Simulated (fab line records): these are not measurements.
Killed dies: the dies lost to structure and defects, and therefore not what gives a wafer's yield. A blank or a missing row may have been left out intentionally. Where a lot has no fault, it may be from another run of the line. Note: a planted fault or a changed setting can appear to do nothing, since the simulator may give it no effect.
fab line records	flow n5_finfet
record lots=24	wafers=72	last_day=18
route steps=1938 shown BEOL_M14@1771 BEOL_M15@1784
lots that met no fault: from a run of the same line without faults
start_h: hours from the record's opening day to when the first of the lot's shown wafers began	wait_h: time in hours since the lot's previous step	" the same as in the row above	L1.1+2: one row covering several wafers at once	- no value, or no start was given	* or withheld: withheld	< > ~ a bound
route shown NAME@n: names a module that has steps shown in the file, with the first one's number in the route	usual: average and standard deviation across the fault-free wafers	same: alike in all rows	chamber/n: place in a boat	sites: each site's reading	_std_site: standard deviation of those values	_edge_site: mean of outer sites minus mean of inner sites	radius_mm: for every site, how far away it sits from the centre of the wafer	mask NAME#n: copy n	behind: the tool/chamber that last shaped the wafer	hold: why the lot went on hold/how many hours it stayed there/how the hold came to an end	device: transistor that didn't switch, given as n, p or np	end of line: the tests these same wafers got at the end of their route	step lacking rows: just its recipe	killed: count of dies lost to structure and defects at first sort (not the wafer's yield)	map: shows each die of a wafer: x if killed, . if not, _ if none is there
set.NAME: setting as actually run; set.NAME@STEP: the setting as run at that earlier step	model.NAME: the simulator's own value behind a step, which no gauge read
one table for each step of the route and one row for each wafer, over a sample of lots
services: from which hour (start_h, from the record's first day; less than 0 if before it) a tool's chamber was out of use, for how many hours, and why
## steps
# step N5_BEOL_M14_RS_MEAS_54
# recipe thk_meas_gauge=four-point-probe	reads=Cu_of_BEOL_M14_ECD_47+Ta_of_BEOL_M14_SPUTTER_44+TaN_of_BEOL_M14_SPUTTER_43
# usual M14_RS=0.0330/0.001
lot.wafer	tool	chamber	start_h	wait_h	M14_RS[ohm/sq]
L074.3	film_metro-02	-	261.19	0.1	0.0321
L074.4	"	-	"	"	0.0329
L074.6	"	-	"	"	0.0345
L075.1	film_metro-01	-	270.55	0.0	0.0334
L075.2	"	-	"	"	0.0321
L075.4	"	-	"	"	0.0340
L077.2	film_metro-02	-	277.28	0.1	0.0345
L077.5	"	-	"	"	0.0348
L077.6	"	-	"	"	0.0325
L076.2	film_metro-02	-	287.74	0.1	0.0354
L076.3	"	-	"	"	0.0327
L076.4	"	-	"	"	0.0333
L079.3	film_metro-02	-	291.31	0.1	0.0335
L079.4	"	-	"	"	0.0324
L079.6	"	-	"	"	0.0346
L080.1	film_metro-01	-	296.64	0.0	0.0340
L080.3	"	-	"	"	0.0327
L080.4	"	-	"	"	0.0314
L081.2	film_metro-02	-	297.72	0.1	0.0356
L081.3	"	-	"	"	0.0339
L081.5	"	-	"	"	0.0327
L082.3	film_metro-01	-	311.36	0.1	0.0334
L082.4	"	-	"	"	0.0325
L082.6	"	-	"	"	0.0332
L078.1	film_metro-01	-	317.51	0.0	0.0327
L078.4	"	-	"	"	0.0320
L078.5	"	-	"	"	0.0328
L083.4	film_metro-02	-	323.80	0.0	0.0324
L083.5	"	-	"	"	0.0325
L083.6	"	-	"	"	0.0336
L084.2	film_metro-01	-	328.83	0.1	0.0328
L084.4	"	-	"	"	0.0334
L084.6	"	-	"	"	0.0333
L085.1	film_metro-01	-	342.10	0.0	0.0340
L085.2	"	-	"	"	0.0327
L085.6	"	-	"	"	0.0336
L086.2	film_metro-02	-	342.37	0.1	0.0322
L086.5	"	-	"	"	0.0354
L086.6	"	-	"	"	0.0331
L088.1	film_metro-01	-	349.34	0.0	0.0330
L088.2	"	-	"	"	0.0333
L088.3	"	-	"	"	0.0331
L087.2	film_metro-02	-	357.41	0.1	0.0310
L087.3	"	-	"	"	0.0322
L087.6	"	-	"	"	0.0322
L090.1	film_metro-01	-	373.33	0.0	0.0351
L090.3	"	-	"	"	0.0326
L090.5	"	-	"	"	0.0349
L089.2	film_metro-02	-	376.92	0.1	0.0327
L089.4	"	-	"	"	0.0349
L089.6	"	-	"	"	0.0349
L091.1	film_metro-01	-	380.53	0.0	0.0326
L091.2	"	-	"	"	0.0331
L091.4	"	-	"	"	0.0333
L092.1	film_metro-02	-	391.49	0.0	0.0329
L092.3	"	-	"	"	0.0354
L092.4	"	-	"	"	0.0328
L095.1	film_metro-01	-	398.60	0.0	0.0315
L095.2	"	-	"	"	0.0331
L095.4	"	-	"	"	0.0327
L094.2	film_metro-02	-	398.85	0.1	0.0326
L094.3	"	-	"	"	0.0331
L094.5	"	-	"	"	0.0318
L093.1	film_metro-01	-	400.63	0.0	0.0344
L093.5	"	-	"	"	0.0329
L093.6	"	-	"	"	0.0345
L096.4	film_metro-02	-	409.28	0.0	0.0351
L096.5	"	-	"	"	0.0319
L096.6	"	-	"	"	0.0349
L097.2	film_metro-01	-	414.25	0.1	0.0337
L097.4	"	-	"	"	0.0327
L097.5	"	-	"	"	0.0322
# step N5_BEOL_M15_OVL_MEAS_11
# recipe points_per_wafer=44
# usual V14_OVL=2/5.1
# same points_per_wafer=44
lot.wafer	tool	chamber	start_h	wait_h	V14_OVL[nm]
L074.3	overlay-01	0	261.83	0.0	7
L074.4	"	0	"	"	12
L074.6	"	0	"	"	8
L075.1	overlay-02	0	271.32	0.0	0
L075.2	"	0	"	"	1
L075.4	"	0	"	"	-5
L077.2	overlay-01	0	278.05	0.0	8
L077.5	"	0	"	"	6
L077.6	"	0	"	"	0
L076.2	overlay-01	0	288.38	0.0	6
L076.3	"	0	"	"	5
L076.4	"	0	"	"	0
L079.3	overlay-01	0	292.08	0.0	1
L079.4	"	0	"	"	4
L079.6	"	0	"	"	-5
L080.1	overlay-02	0	297.28	0.0	-7
L080.3	"	0	"	"	-1
L080.4	"	0	"	"	4
L081.2	overlay-01	0	298.49	0.0	1
L081.3	"	0	"	"	5
L081.5	"	0	"	"	1
L082.3	overlay-02	0	312.14	0.0	0
L082.4	"	0	"	"	2
L082.6	"	0	"	"	3
L078.1	overlay-01	0	318.16	0.0	8
L078.4	"	0	"	"	11
L078.5	"	0	"	"	9
L083.4	overlay-01	0	324.57	0.0	2
L083.5	"	0	"	"	-9
L083.6	"	0	"	"	-5
L084.2	overlay-02	0	329.61	0.0	-2
L084.4	"	0	"	"	-4
L084.6	"	0	"	"	-6
L085.1	overlay-01	0	342.87	0.0	-7
L085.2	"	0	"	"	0
L085.6	"	0	"	"	0
L086.2	overlay-02	0	343.02	0.0	-3
L086.5	"	0	"	"	-6
L086.6	"	0	"	"	0
L088.1	overlay-01	0	349.99	0.0	5
L088.2	"	0	"	"	7
L088.3	"	0	"	"	10
L087.2	overlay-01	0	358.18	0.0	-7
L087.3	"	0	"	"	0
L087.6	"	0	"	"	-4
L090.1	overlay-01	0	374.10	0.0	9
L090.3	"	0	"	"	13
L090.5	"	0	"	"	9
L089.2	overlay-01	0	377.70	0.0	-1
L089.4	"	0	"	"	6
L089.6	"	0	"	"	6
L091.1	overlay-01	0	381.30	0.0	-3
L091.2	"	0	"	"	-8
L091.4	"	0	"	"	5
L092.1	overlay-02	0	392.37	0.0	3
L092.3	"	0	"	"	8
L092.4	"	0	"	"	3
L095.1	overlay-01	0	399.48	0.0	2
L095.2	"	0	"	"	11
L095.4	"	0	"	"	2
L094.2	overlay-02	0	399.64	0.0	-3
L094.3	"	0	"	"	0
L094.5	"	0	"	"	2
L093.1	overlay-02	0	401.51	0.0	8
L093.5	"	0	"	"	7
L093.6	"	0	"	"	-2
L096.4	overlay-01	0	410.03	0.0	7
L096.5	"	0	"	"	9
L096.6	"	0	"	"	13
L097.2	overlay-02	0	414.90	0.0	6
L097.4	"	0	"	"	-2
L097.5	"	0	"	"	5
# step N5_BEOL_M15_CD_MEAS_28
# recipe target_cd_nm=407.6	landing_energy_ev=500	detector=se_inlens
# usual cd_nm=406.8/2.3
lot.wafer	tool	chamber	start_h	wait_h	cd_nm
L074.3	cd_sem-02	0	263.47	-	406.6
L074.4	"	0	"	"	403.8
L074.6	"	0	"	"	403.9
L075.1	cd_sem-01	0	272.81	-	408.6
L075.2	"	0	"	"	406.7
L075.4	"	0	"	"	405.7
L077.2	cd_sem-01	0	279.85	-	408.8
L077.5	"	0	"	"	410.7
L077.6	"	0	"	"	408.3
L076.2	cd_sem-01	0	289.82	-	408.6
L076.3	"	0	"	"	404.1
L076.4	"	0	"	"	407.9
L079.3	cd_sem-02	0	293.64	-	407.8
L079.4	"	0	"	"	410.4
L079.6	"	0	"	"	408.7
L080.1	cd_sem-03	0	298.85	-	407.2
L080.3	"	0	"	"	405.7
L080.4	"	0	"	"	409.9
L081.2	cd_sem-02	0	300.08	-	409.3
L081.3	"	0	"	"	407.3
L081.5	"	0	"	"	407.8
L082.3	cd_sem-01	0	313.82	-	403.1
L082.4	"	0	"	"	404.6
L082.6	"	0	"	"	404.2
L078.1	cd_sem-03	0	319.72	-	407.7
L078.4	"	0	"	"	409.4
L078.5	"	0	"	"	403.9
L083.4	cd_sem-01	0	326.01	-	402.6
L083.5	"	0	"	"	405.7
L083.6	"	0	"	"	408.2
L084.2	cd_sem-01	0	331.16	-	408.4
L084.4	"	0	"	"	409.8
L084.6	"	0	"	"	407.8
L085.1	cd_sem-01	0	344.56	-	407.0
L085.2	"	0	"	"	407.5
L085.6	"	0	"	"	405.1
L086.2	cd_sem-03	0	344.71	-	406.7
L086.5	"	0	"	"	406.5
L086.6	"	0	"	"	405.4
L088.1	cd_sem-01	0	351.52	-	410.4
L088.2	"	0	"	"	408.0
L088.3	"	0	"	"	404.6
L087.2	cd_sem-01	0	359.84	-	409.0
L087.3	"	0	"	"	410.2
L087.6	"	0	"	"	407.7
L090.1	cd_sem-01	0	375.66	-	407.4
L090.3	"	0	"	"	409.1
L090.5	"	0	"	"	406.6
L089.2	cd_sem-01	0	379.30	-	406.1
L089.4	"	0	"	"	404.9
L089.6	"	0	"	"	406.6
L091.1	cd_sem-03	0	382.73	-	403.7
L091.2	"	0	"	"	406.5
L091.4	"	0	"	"	406.6
L092.1	cd_sem-03	0	394.04	-	403.2
L092.3	"	0	"	"	407.6
L092.4	"	0	"	"	406.6
L095.1	cd_sem-02	0	400.91	-	406.5
L095.2	"	0	"	"	404.1
L095.4	"	0	"	"	404.1
L094.2	cd_sem-02	0	401.20	-	403.8
L094.3	"	0	"	"	406.6
L094.5	"	0	"	"	409.6
L093.1	cd_sem-03	0	403.40	-	406.6
L093.5	"	0	"	"	406.7
L093.6	"	0	"	"	405.0
L096.4	cd_sem-03	0	411.59	-	406.0
L096.5	"	0	"	"	409.0
L096.6	"	0	"	"	404.6
L097.2	cd_sem-03	0	416.72	-	407.7
L097.4	"	0	"	"	409.6
L097.5	"	0	"	"	406.5
# step N5_BEOL_M15_DESCUM_33
# recipe chemistry=O2	time_s=7.9	source_power_w=50	bias_power_w=20	pressure_mtorr=20	rf_frequency_hz=2.712e+07	temp_c=40	o2_flow_sccm=225
# usual drypump_motor_current_A=6.0/0.39	oes_product_au=0.79/0.089	rf_vpp_V=243.0/1.4	showerhead_plenum_p_Torr=2.08/0.063	throttle_valve_pct=20.42/0.27
lot.wafer	tool	chamber	start_h	wait_h	drypump_motor_current_A	oes_product_au	rf_hours_counter_h	rf_vpp_V	showerhead_plenum_p_Torr	throttle_valve_pct
L074.3	rie_diel-01	2	263.58	0.1	6.0	0.70	187	244.0	2.15	20.58
L074.4	"	0	"	"	6.2	0.89	-	243.6	2.09	19.89
L074.6	"	2	"	"	6.0	0.70	-	244.7	2.15	20.59
L075.1	rie_diel-02	2	272.90	0.0	5.7	0.96	14	246.1	2.21	20.36
L075.2	"	3	"	"	5.8	0.73	203	243.1	1.98	20.13
L075.4	"	0	"	"	6.7	0.86	79	243.8	2.13	20.17
L077.2	rie_diel-01	2	279.97	0.1	6.0	0.70	192	244.6	2.15	20.59
L077.5	"	2	"	"	6.0	0.69	-	243.3	2.15	20.58
L077.6	"	3	"	"	5.9	0.70	-	244.1	2.05	20.37
L076.2	rie_diel-02	3	289.90	0.0	5.8	0.71	208	240.3	1.97	20.15
L076.3	"	0	"	"	6.7	0.84	84	244.9	2.13	20.17
L076.4	"	2	"	"	5.7	0.95	20	246.6	2.20	20.37
L079.3	rie_diel-03	1	293.72	0.0	5.9	0.90	42	240.7	2.03	20.20
L079.4	"	3	"	"	6.4	0.69	-	244.2	2.15	20.54
L079.6	"	1	"	"	5.8	0.90	-	243.2	2.03	20.20
L080.1	rie_diel-03	3	298.94	0.0	6.4	0.68	235	243.8	2.15	20.53
L080.3	"	1	"	"	5.8	0.89	44	243.8	2.03	20.20
L080.4	"	0	"	"	5.2	0.76	-	243.3	2.11	20.49
L081.2	rie_diel-01	0	300.17	0.0	6.2	0.87	40	244.9	2.09	19.91
L081.3	"	1	"	"	6.0	0.86	61	240.6	2.05	20.60
L081.5	"	2	"	"	6.0	0.69	-	243.6	2.15	20.60
L082.3	rie_diel-03	1	315.28	1.4	5.8	0.88	52	242.6	2.03	20.22
L082.4	"	1	"	"	5.8	0.87	-	239.6	2.03	20.21
L082.6	"	3	"	"	6.5	0.68	-	243.8	2.15	20.55
L078.1	rie_diel-03	0	319.81	0.0	5.3	0.76	155	243.3	2.11	20.49
L078.4	"	3	"	"	6.4	0.68	244	243.5	2.15	20.56
L078.5	"	3	"	"	6.4	0.67	-	243.5	2.15	20.55
L083.4	rie_diel-03	2	326.09	0.0	6.5	0.95	3	241.5	2.08	20.37
L083.5	"	0	"	"	5.2	0.75	-	245.1	2.11	20.49
L083.6	"	3	"	"	6.5	0.67	-	242.9	2.15	20.55
L084.2	rie_diel-03	0	331.25	0.0	5.2	0.75	159	243.7	2.11	20.51
L084.4	"	2	"	"	6.5	0.93	4	242.6	2.08	20.35
L084.6	"	1	"	"	5.8	0.87	-	240.8	2.03	20.22
L085.1	rie_diel-03	1	344.65	0.0	5.8	0.87	62	241.1	2.03	20.23
L085.2	"	2	"	"	6.6	0.92	9	243.7	2.08	20.37
L085.6	"	2	"	"	6.6	0.92	-	242.2	2.08	20.39
L086.2	rie_diel-01	1	344.80	0.0	6.1	0.85	71	241.8	2.04	20.62
L086.5	"	3	"	"	5.9	0.69	-	243.4	2.04	20.39
L086.6	"	0	"	"	6.2	0.87	-	244.2	2.09	19.91
L088.1	rie_diel-02	0	351.61	0.0	6.6	0.83	104	242.9	2.13	20.21
L088.2	"	1	"	"	5.7	0.70	210	240.2	2.00	21.00
L088.3	"	3	"	"	5.9	0.71	229	242.7	1.97	20.18
L087.2	rie_diel-01	1	360.03	0.1	6.1	0.84	76	242.1	2.04	20.62
L087.3	"	2	"	"	6.0	0.68	213	244.5	2.14	20.60
L087.6	"	1	"	"	6.1	0.85	-	241.1	2.04	20.64
L090.1	rie_diel-02	1	375.77	0.0	5.7	0.69	216	240.7	2.00	21.03
L090.3	"	0	"	"	6.6	0.79	110	242.2	2.12	20.21
L090.5	"	2	"	"	5.7	0.88	-	245.3	2.19	20.42
L089.2	rie_diel-01	0	379.39	0.0	6.2	0.85	60	243.8	2.08	19.94
L089.4	"	2	"	"	6.0	0.68	218	243.9	2.14	20.63
L089.6	"	2	"	"	6.0	0.68	-	244.4	2.14	20.63
L091.1	rie_diel-01	1	382.81	0.0	6.1	0.83	83	242.6	2.04	20.65
L091.2	"	0	"	"	6.2	0.84	61	244.6	2.08	19.94
L091.4	"	0	"	"	6.2	0.85	-	244.3	2.08	19.94
L092.1	rie_diel-03	0	394.41	0.3	5.3	0.73	181	243.1	2.10	20.55
L092.3	"	3	"	"	6.4	0.90	10	243.2	2.14	20.23
L092.4	"	1	"	"	5.8	0.84	79	243.0	2.02	20.26
L095.1	rie_diel-02	1	401.14	0.2	5.7	0.70	223	240.8	1.99	21.04
L095.2	"	3	"	"	5.9	0.71	242	241.1	1.96	20.21
L095.4	"	2	"	"	5.7	0.89	55	244.5	2.19	20.43
L094.2	rie_diel-03	2	401.29	0.0	6.6	0.87	29	242.0	2.07	20.40
L094.3	"	3	"	"	6.4	0.90	13	243.2	2.14	20.23
L094.5	"	0	"	"	5.3	0.73	-	242.5	2.10	20.55
L093.1	rie_diel-02	2	403.49	0.0	5.7	0.88	56	246.3	2.19	20.42
L093.5	"	2	"	"	5.7	0.88	-	246.4	2.19	20.43
L093.6	"	1	"	"	5.7	0.69	-	242.6	1.99	21.03
L096.4	rie_diel-01	0	411.67	0.0	6.2	0.84	72	244.8	2.08	19.96
L096.5	"	0	"	"	6.2	0.84	-	242.6	2.08	19.95
L096.6	"	1	"	"	6.1	0.82	-	241.1	2.03	20.67
L097.2	rie_diel-02	2	416.81	0.0	5.7	0.88	60	243.8	2.19	20.43
L097.4	"	3	"	"	5.8	0.69	246	240.6	1.96	20.20
L097.5	"	1	"	"	5.8	0.68	-	241.8	1.99	21.05
# step N5_BEOL_M15_CMP_49
# recipe stop_on=SiO2	t_overpolish_s=4.9	down_force_psi=2	platen_rpm=80	clearing_platen_down_force_psi=2	clearing_platen_rpm=80	post_cmp_clean=cu_alkaline	target_thk_nm=850	clearing_platen_pad_velocity_m_s=1.5917	pad_velocity_m_s=1.5917
# usual barrier_field_endpoint_s=11.4/0.37	motor_current_A=7.9/0.74	overpolish_run_s=4.901/0.0087
lot.wafer	tool	chamber	start_h	wait_h	barrier_field_endpoint_s	motor_current_A	overpolish_run_s
L074.3	cmp-03	2	269.93	0.2	11.1	9.5	4.912
L074.4	"	3	"	"	11.0	7.9	4.910
L074.6	"	1	"	"	12.0	7.5	4.896
L075.2	cmp-03	1	275.06	0.2	12.1	7.3	4.911
L075.4	"	3	"	"	11.3	7.8	4.894
L075.1	"	0	"	"	12.0	7.5	4.902
L077.2	cmp-03	2	283.70	0.2	11.5	9.8	4.901
L077.5	"	2	"	"	11.1	9.9	4.902
L077.6	"	3	"	"	11.5	7.6	4.882
L076.3	cmp-02	1	291.94	0.2	11.7	7.9	4.906
L076.4	"	2	"	"	11.5	8.4	4.908
L076.2	"	0	"	"	12.0	8.0	4.884
L079.3	cmp-02	3	299.89	0.2	11.5	8.6	4.891
L079.4	"	0	"	"	11.9	8.1	4.913
L079.6	"	3	"	"	11.6	8.7	4.901
L080.3	cmp-03	2	303.10	0.3	11.4	9.8	4.893
L080.1	"	0	"	"	12.3	7.7	4.918
L080.4	"	1	"	"	12.3	7.6	4.897
L081.2	cmp-03	1	305.74	0.3	12.0	7.4	4.896
L081.3	"	2	"	"	11.5	9.6	4.909
L081.5	"	1	"	"	12.0	7.8	4.924
L082.4	cmp-04	0	319.39	0.3	11.7	8.3	4.904
L082.3	"	1	"	"	11.3	7.0	4.905
L082.6	"	2	"	"	11.7	7.2	4.890
L078.1	cmp-04	2	323.68	0.3	11.3	7.2	4.904
L078.4	"	0	"	"	11.4	7.8	4.899
L078.5	"	2	"	"	10.8	7.2	4.902
L083.4	cmp-03	1	328.07	0.1	11.6	7.6	4.910
L083.5	"	1	"	"	12.2	7.5	4.896
L083.6	"	2	"	"	11.2	9.8	4.888
L084.4	cmp-04	2	333.41	0.2	11.2	7.3	4.906
L084.2	"	3	"	"	11.5	8.1	4.904
L084.6	"	1	"	"	11.5	6.7	4.888
L085.1	cmp-04	0	348.16	0.3	11.3	8.2	4.897
L085.2	"	1	"	"	10.9	6.5	4.903
L085.6	"	1	"	"	11.2	6.9	4.889
L086.2	cmp-04	0	348.47	0.2	11.7	8.2	4.897
L086.6	"	3	"	"	11.5	7.8	4.911
L086.5	"	0	"	"	11.7	8.1	4.883
L088.1	cmp-04	2	355.35	0.3	10.6	7.0	4.899
L088.3	"	3	"	"	11.6	7.9	4.907
L088.2	"	0	"	"	11.3	8.1	4.898
L087.2	cmp-02	0	363.47	0.4	11.7	7.6	4.903
L087.3	"	3	"	"	11.2	8.6	4.911
L087.6	"	1	"	"	11.4	8.0	4.902
L090.3	cmp-04	3	377.51	0.2	11.7	7.8	4.899
L090.1	"	1	"	"	11.2	6.6	4.910
L090.5	"	3	"	"	11.3	7.9	4.914
L089.4	cmp-04	1	385.57	0.2	11.2	6.9	4.893
L089.2	"	2	"	"	11.5	7.5	4.903
L089.6	"	3	"	"	11.7	7.5	4.906
L091.4	cmp-04	3	385.78	0.1	11.2	8.1	4.893
L091.2	"	0	"	"	11.3	8.4	4.904
L091.1	"	2	"	"	10.8	7.4	4.901
L092.3	cmp-04	3	397.73	0.2	10.9	8.0	4.893
L092.1	"	0	"	"	11.0	8.4	4.900
L092.4	"	2	"	"	10.6	7.1	4.897
L095.2	cmp-02	3	404.24	0.2	11.7	9.1	4.908
L095.4	"	0	"	"	11.7	8.0	4.904
L095.1	"	2	"	"	11.5	8.3	4.905
L094.2	cmp-02	2	409.25	0.3	11.2	8.0	4.896
L094.3	"	0	"	"	11.4	7.6	4.901
L094.5	"	3	"	"	11.3	9.2	4.913
L093.1	cmp-02	2	409.59	0.7	11.4	8.2	4.906
L093.5	"	3	"	"	11.5	8.8	4.916
L093.6	"	0	"	"	11.8	7.3	4.886
L096.4	cmp-02	3	414.23	0.2	11.1	8.8	4.903
L096.5	"	1	"	"	11.2	7.7	4.876
L096.6	"	2	"	"	11.3	7.9	4.890
L097.4	cmp-03	3	421.86	0.1	11.1	7.7	4.894
L097.2	"	0	"	"	11.7	7.4	4.895
L097.5	"	0	"	"	12.0	7.3	4.895
# step N5_BEOL_M15_RS_MEAS_54
# recipe thk_meas_gauge=four-point-probe	reads=Cu_of_BEOL_M15_ECD_47+Ta_of_BEOL_M15_SPUTTER_44+TaN_of_BEOL_M15_SPUTTER_43
# usual M15_RS=0.0217/0.00063
lot.wafer	tool	chamber	start_h	wait_h	M15_RS[ohm/sq]
L074.3	film_metro-02	-	270.28	0.1	0.0214
L074.4	"	-	"	"	0.0213
L074.6	"	-	"	"	0.0214
L075.1	film_metro-02	-	275.48	0.0	0.0199
L075.2	"	-	"	"	0.0219
L075.4	"	-	"	"	0.0214
L077.2	film_metro-02	-	284.12	0.1	0.0214
L077.5	"	-	"	"	0.0217
L077.6	"	-	"	"	0.0222
L076.2	film_metro-02	-	292.36	0.1	0.0220
L076.3	"	-	"	"	0.0214
L076.4	"	-	"	"	0.0197
L079.3	film_metro-02	-	300.31	0.1	0.0219
L079.4	"	-	"	"	0.0222
L079.6	"	-	"	"	0.0220
L080.1	film_metro-02	-	303.52	0.0	0.0217
L080.3	"	-	"	"	0.0215
L080.4	"	-	"	"	0.0220
L081.2	film_metro-02	-	306.13	0.1	0.0216
L081.3	"	-	"	"	0.0221
L081.5	"	-	"	"	0.0218
L082.3	film_metro-01	-	319.77	0.1	0.0217
L082.4	"	-	"	"	0.0218
L082.6	"	-	"	"	0.0220
L078.1	film_metro-02	-	324.07	0.0	0.0221
L078.4	"	-	"	"	0.0218
L078.5	"	-	"	"	0.0219
L083.4	film_metro-02	-	328.50	0.0	0.0210
L083.5	"	-	"	"	0.0219
L083.6	"	-	"	"	0.0219
L084.2	film_metro-01	-	333.76	0.1	0.0222
L084.4	"	-	"	"	0.0214
L084.6	"	-	"	"	0.0219
L085.1	film_metro-02	-	348.58	0.0	0.0221
L085.2	"	-	"	"	0.0217
L085.6	"	-	"	"	0.0214
L086.2	film_metro-02	-	348.85	0.1	0.0219
L086.5	"	-	"	"	0.0225
L086.6	"	-	"	"	0.0217
L088.1	film_metro-01	-	355.77	0.0	0.0213
L088.2	"	-	"	"	0.0220
L088.3	"	-	"	"	0.0222
L087.2	film_metro-01	-	363.90	0.1	0.0219
L087.3	"	-	"	"	0.0213
L087.6	"	-	"	"	0.0220
L090.1	film_metro-02	-	377.94	0.0	0.0221
L090.3	"	-	"	"	0.0211
L090.5	"	-	"	"	0.0196
L089.2	film_metro-02	-	385.94	0.1	0.0219
L089.4	"	-	"	"	0.0217
L089.6	"	-	"	"	0.0217
L091.1	film_metro-02	-	386.24	0.1	0.0223
L091.2	"	-	"	"	0.0218
L091.4	"	-	"	"	0.0217
L092.1	film_metro-02	-	398.18	0.1	0.0225
L092.3	"	-	"	"	0.0212
L092.4	"	-	"	"	0.0221
L095.1	film_metro-01	-	404.66	0.0	0.0223
L095.2	"	-	"	"	0.0222
L095.4	"	-	"	"	0.0200
L094.2	film_metro-01	-	409.67	0.1	0.0215
L094.3	"	-	"	"	0.0214
L094.5	"	-	"	"	0.0222
L093.1	film_metro-01	-	409.90	0.0	0.0202
L093.5	"	-	"	"	0.0200
L093.6	"	-	"	"	0.0222
L096.4	film_metro-01	-	414.58	0.0	0.0217
L096.5	"	-	"	"	0.0217
L096.6	"	-	"	"	0.0224
L097.2	film_metro-01	-	422.28	0.1	0.0202
L097.4	"	-	"	"	0.0222
L097.5	"	-	"	"	0.0225
## services
tool	chamber	start_h	hours	kind
rie_diel-01	3	254.41	9.7	repair
rie_diel-02	3	255.88	9.2	repair
cmp-03	-	265.10	2.1	repair
rie_diel-03	3	274.13	5.8	repair
rie_diel-01	3	275.10	4.1	repair
rie_diel-03	2	283.09	-	clean
rie_diel-03	2	283.09	-	consumable_replace:focus_ring
rie_diel-03	2	283.09	32.6	scheduled_down
rie_diel-03	2	283.09	32.6	vent_cycle
rie_diel-03	0	311.45	3.0	repair
cmp-02	-	320.10	1.7	repair
cmp-02	-	323.33	4.0	pm
cmp-02	-	332.21	2.9	repair
rie_diel-02	1	338.28	8.1	repair
rie_diel-02	-	367.53	0.8	repair
cmp-04	-	374.61	1.0	repair
cmp-02	-	383.18	5.2	pm
cmp-02	-	397.21	0.6	repair
rie_diel-03	1	400.97	6.0	repair
rie_diel-03	0	405.67	8.9	repair
cmp-04	-	407.01	4.0	pm
cmp-04	-	411.01	-	consumable_replace:conditioner
cmp-04	-	411.01	-	consumable_replace:pad
cmp-04	-	421.58	1.0	repair
## key
fault none
